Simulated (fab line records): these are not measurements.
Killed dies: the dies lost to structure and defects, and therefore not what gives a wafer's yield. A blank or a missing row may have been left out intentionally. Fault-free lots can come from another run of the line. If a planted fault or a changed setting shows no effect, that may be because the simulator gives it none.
Chamber matching / flow n5 finfet / N5_BEOL_M5_CURE_80 on uv cure-03: 3 sister chambers
The step cures SiCOH lowk, time 120 s. 14 wafers are shown with their chamber, then 7 later ones without.

== EACH WAFER AND ITS CHAMBER ==
wafer=L075.1; chamber=0; wafer_temp_C_max=371.1; lamp power pct (%)=52.36
wafer=L075.2; chamber=0; wafer_temp_C_max=372.1; lamp power pct (%)=52.41
wafer=L075.3; chamber=0; wafer_temp_C_max=371.4; lamp power pct (%)=52.42
wafer=L075.4; chamber=0; wafer_temp_C_max=371.4; lamp power pct (%)=52.23
wafer=L075.5; chamber=0; wafer_temp_C_max=371.8; lamp power pct (%)=52.35
wafer=L075.6; chamber=0; wafer_temp_C_max=371.7; lamp power pct (%)=52.27
wafer=L076.2; chamber=0; wafer_temp_C_max=371.6; lamp power pct (%)=52.24
wafer=L076.3; chamber=0; wafer_temp_C_max=372.2; lamp power pct (%)=52.24
wafer=L076.5; chamber=0; wafer_temp_C_max=371.7; lamp power pct (%)=52.34
wafer=L077.2; chamber=1; wafer_temp_C_max=371.6; lamp power pct (%)=52.28
wafer=L077.4; chamber=1; wafer_temp_C_max=371.7; lamp power pct (%)=52.32
wafer=L077.5; chamber=1; wafer_temp_C_max=371.4; lamp power pct (%)=52.32
wafer=L084.3; chamber=2; wafer_temp_C_max=372.3; lamp power pct (%)=52.23
wafer=L084.4; chamber=2; wafer_temp_C_max=372.4; lamp power pct (%)=52.22

SIGNATURES (averages over the wafers above)
reading=wafer_temp_C_max; chamber 0=371.667; chamber 1=371.567; chamber 2=372.350; scatter within a chamber=0.303
reading=lamp power pct; chamber 0=52.3178; chamber 1=52.3067; chamber 2=52.2250; scatter within a chamber=0.0643
Rule: distance of a wafer from a chamber = root of the sum over the readings of ((wafer's reading minus chamber's mean) / reading's scatter) squared. If the next closest chamber is less than 2 further off than the closest, the wafer can't be placed; otherwise it belongs to the closest. The scatter: the root of (the sum of the squares of (reading less its chamber's mean) over the shown wafers, divided by (wafers less chambers)).

== WAFERS WITH NO CHAMBER GIVEN ==
wafer=L084.6; wafer_temp_C_max=372.7; lamp power pct (%)=52.37
wafer=L088.2; wafer_temp_C_max=371.3; lamp power pct (%)=52.36
wafer=L088.3; wafer_temp_C_max=371.8; lamp power pct (%)=52.40
wafer=L088.6; wafer_temp_C_max=372.2; lamp power pct (%)=52.32
wafer=L094.3; wafer_temp_C_max=371.6; lamp power pct (%)=52.28
wafer=L094.4; wafer_temp_C_max=371.7; lamp power pct (%)=52.29
wafer=L094.6; wafer_temp_C_max=372.0; lamp power pct (%)=52.20

== WHICH CHAMBER EACH WENT THROUGH ==
wafer=L084.6; from the rows above=can't be placed: 2 or 0 or 1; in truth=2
wafer=L088.2; from the rows above=can't be placed: 1 or 0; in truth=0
wafer=L088.3; from the rows above=can't be placed: 0 or 1 or 2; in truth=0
wafer=L088.6; from the rows above=can't be placed: 2 or 0 or 1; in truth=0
wafer=L094.3; from the rows above=can't be placed: 1 or 0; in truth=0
wafer=L094.4; from the rows above=can't be placed: 0 or 1 or 2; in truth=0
wafer=L094.6; from the rows above=can't be placed: 2 or 0 or 1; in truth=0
0 of 7 placed correctly. From these rows, 7 cannot be placed; in 7 the true chamber is one of the candidates. 0 placed wrongly.
